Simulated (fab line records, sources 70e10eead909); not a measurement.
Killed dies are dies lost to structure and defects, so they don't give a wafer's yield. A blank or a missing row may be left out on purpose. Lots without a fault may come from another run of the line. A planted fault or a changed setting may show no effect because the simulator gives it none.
A struck lot beside a sound one | flow nand_harc | 15 steps out of a route of 1302
Sound: wafers L226.2, L226.5, L226.6. Struck: wafer L234.5. (L234.3, L234.4 of the same lot were not struck and are left out.) The cause comes at the end.
At each step with rows: each side's tool, then ch and its chambers, then its first start. Under that, the readings that differ: sound wafers | struck wafers | difference of the means | sigmas: that difference in standard deviations of wafers without a fault.
alike: readings whose means differ by less than 2 such deviations, and words and numbers that are the same on both sides. not compared: withheld readings, readings that some wafer has no value for, bounds like >300 that may hide the same value, and numbers for which the record gives no deviation and whose values overlap.
The two part at a step that has a row with sigmas, a row that says differs or no value, or rows on one side only. Numbers that don't overlap but have no deviation are shown without sigmas and don't part them. A reading that every wafer of one side lacks parts them only if that side has two wafers or more.

NHARC_P_M0_OVL_MEAS_10: pitch 180 nm.
  sound on overlay-02, day 6 18:47; struck on overlay-01, day 10 12:08
  reading           | sound       | struck | difference | sigmas
  overlay_x_nm (nm) | 1.1 0.9 0.9 | -3.0   | -4.0       | -4
  alike: overlay_y_nm
NHARC_P_M0_INSPECT_11:
  sound on defect_inspect-02, day 6 18:49; struck on defect_inspect-01, day 10 12:10
  alike: raw_defect_count
then, 1 step without rows for these wafers: NHARC_P_M0_DESCUM_14 (chemistry O2, time 3 s).
NHARC_P_M0_ETCH_34: etches the open film in N2/H2, target depth 40 nm, overetch 12 nm, time 43.94 s.
  sound on rie_diel-07 ch 2,3, day 6 18:58; struck on rie_diel-04 ch 2, day 10 12:19
  reading               | sound             | struck | difference | sigmas
  oes_product_au (a.u.) | 0.988 0.986 0.984 | 1.017  | +0.031     | +2
  alike: drypump_motor_current_A, rf_vpp_V, showerhead_plenum_p_Torr, throttle_valve_pct
  not compared: rf_hours_counter_h
then, 1 step without rows for these wafers: NHARC_P_M0_ETCH_15 (etches the open film in C4F8/Ar, target depth 150 nm, overetch 15 nm, time 82.5 s).
NHARC_P_M0_CD_MEAS_16:
  sound on cd_sem-02, day 6 19:10; struck on cd_sem-01, day 10 12:32
  alike: cd_nm
then, 2 steps without rows for these wafers: NHARC_P_M0_STRIP_18 (strips in N2/H2); NHARC_P_M0_STRIP_19 (strips in post etch residue remover, time 600 s).
NHARC_P_M0_DEGAS_28: time 60 s.
  sound on pvd_sputter-03, day 6 19:47; struck on pvd_sputter-01, day 10 13:08
  alike: heater_power_w, susceptor_temp_C
NHARC_P_M0_PRE_CLEAN_29: time 30 s.
  sound on pvd_sputter-03; struck on pvd_sputter-01
  alike: heater_power_w, susceptor_temp_C
NHARC_P_M0_PVD_20: deposits TaN, target thk 5 nm, time 8.06 s.
  sound on pvd_sputter-03; struck on pvd_sputter-01
  alike: throttle_valve_pct
then, 1 step without rows for these wafers: NHARC_P_M0_PVD_21 (deposits Cu, target thk 30 nm, time 20.49 s).
NHARC_P_M0_ECD_22: material Cu, target thk 400 nm.
  sound on ecd_cu-02 ch 0,1, day 6 20:09; struck on ecd_cu-01 ch 0,1, day 10 13:36
NHARC_P_M0_ANNEAL_30: time 90 s.
  sound on rtp_anneal-01 ch 0, day 6 20:41; struck on rtp_anneal-01 ch 0, day 10 13:59
  alike: wafer_temp_C_max
NHARC_P_M0_CMP_23: polishes, t overpolish 20 s, target thk 117.54 nm.
  sound on cmp-01 ch 1,2,3, day 6 21:04; struck on cmp-02 ch 2, day 10 14:13
  reading                | sound    | struck | difference | sigmas
  time_to_endpoint_s (s) | 19 26 25 | 13     | -10        | -3
  alike: motor_current_A

WHERE THEY PART
First at NHARC_P_M0_OVL_MEAS_10; last, within this record, at NHARC_P_M0_CMP_23.

WHY: what the simulator had put in
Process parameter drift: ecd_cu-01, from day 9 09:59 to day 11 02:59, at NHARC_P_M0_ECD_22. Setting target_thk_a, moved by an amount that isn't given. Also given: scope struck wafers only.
